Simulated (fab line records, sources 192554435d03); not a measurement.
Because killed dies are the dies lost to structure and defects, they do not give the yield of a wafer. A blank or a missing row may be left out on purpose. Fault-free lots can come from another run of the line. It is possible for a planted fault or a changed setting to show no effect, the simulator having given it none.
Code-filled problem report in 8D (eight disciplines) form	flow n5Finfet	the parts of the form that need people (team, actions taken, sign-off) are left out

1. WHAT IS WRONG
Across 6 wafers from 2 lots, RS_SD_N at N5_SD_ACTIVATION_RS_MEAS_03 averages 25.97 ohm/sq, while fault-free wafers read 21.90 ohm/sq with a standard deviation of 0.25. That is +16 standard deviations from the usual mean.
The step: measures by four-point-probe.
Earliest sighting: wafer L913.1 on filmMetro-02 at day 6 15:38. Wafers with a number at this step in the record: 12, from 4 lots. Rule for "out", or "out of limits": more than 4 standard deviations from the usual mean. All remaining wafers that have a number are taken as sound.

2. WHAT IT IS, WHAT IT ISN'T
question	is	is not
which readings at this step	RS_SD_N	-
which lots	L913, L914	L900, L919
which wafers of those lots	all that have a number	-
read on which gauges	filmMetro-01, filmMetro-02	-
when	from day 6 15:38	up to then (3 sound wafers); but 3 sound wafers of L919 came after

3. WHAT RULES OUT EACH SUSPECT
Counting: a tool at a process step up to the reading stays a suspect if it ran every lot that is out and no sound lot after the first of them.
- the gauge at N5_SD_ACTIVATION_RS_MEAS_03 is ruled out. Those wafers that are out were read across 2 gauges (filmMetro-01, filmMetro-02).
- epiRpcvd-01 at N5_SD_EPI_N_EPI_21 (deposits Si:P, time 690 s): kept. It processed each lot that is out, first L913 at day 6 07:44, and no sound lot thereafter; up to then, the last sound lot it processed was L900 at day 3 03:45.
Remaining after the count: epiRpcvd-01 at N5_SD_EPI_N_EPI_21.

4. THE CAUSE (what the simulator had put in)
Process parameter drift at N5_SD_EPI_N_EPI_21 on epiRpcvd-01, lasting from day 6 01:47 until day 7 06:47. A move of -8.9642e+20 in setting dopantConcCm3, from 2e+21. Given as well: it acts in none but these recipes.
The count eliminated every tool but this one.

5. THE EFFECT CHAIN, in route order
Each row: a reading where the mean over the struck wafers with a number is more than 3 standard deviations away from the usual. Only readings whose record carries a usual standard deviation are examined. hours: median over the lots of the time between each lot's start at the first step of this table that gives one and its start at this step. sigmas: the change, counted in usual standard deviations.
hours	step	reading	usual	on struck wafers	change	sigmas
0	N5_SD_ACTIVATION_RS_MEAS_03	RS_SD_N	21.90 ohm/sq	25.97	+4.07	+16
182	N5_BEOL_M4_RC_MEAS_101	RC_DENSE_N	19.7 ohm.um	23.8	+4.1	+6.8
182	N5_BEOL_M4_RC_MEAS_101	RC_N	16.1 ohm.um	19.4	+3.3	+6.7
182	N5_BEOL_M4_RC_MEAS_101	REXT_N	75.8 ohm.um	93.1	+17.3	+8.7
182	N5_BEOL_M4_RC_MEAS_101	RS_SD_N	28.4 ohm/sq	33.7	+5.3	+15
291	N5_PASSIVATION_PROBE_49	sort_bin_8_speed	0.1 %	15.6	+15.5	+17
291	N5_PASSIVATION_PROBE_49	sortNPass	1076	898	-178	-9.4
291	N5_PASSIVATION_PROBE_49	sortYieldPct	91.2 %	76.1	-15.1	-9.4
Here are the process steps it includes:
- N5_PASSIVATION_PROBE_49

6. WHAT WOULD HAVE CAUGHT IT SOONER
Counted from the fault's start at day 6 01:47, it took 14 hours until the first out-of-limits reading at a measuring or inspecting step in this record, taken at day 6 15:38.
Tool readings at N5_SD_EPI_N_EPI_21 with a usual standard deviation given in the record: none out on any struck wafer, hence no alarm at a limit of 4 standard deviations on them.
By day 6 15:38, every lot that is out (2) had started N5_SD_EPI_N_EPI_21 on epiRpcvd-01. A hold on the tool at that time would have spared none of them.
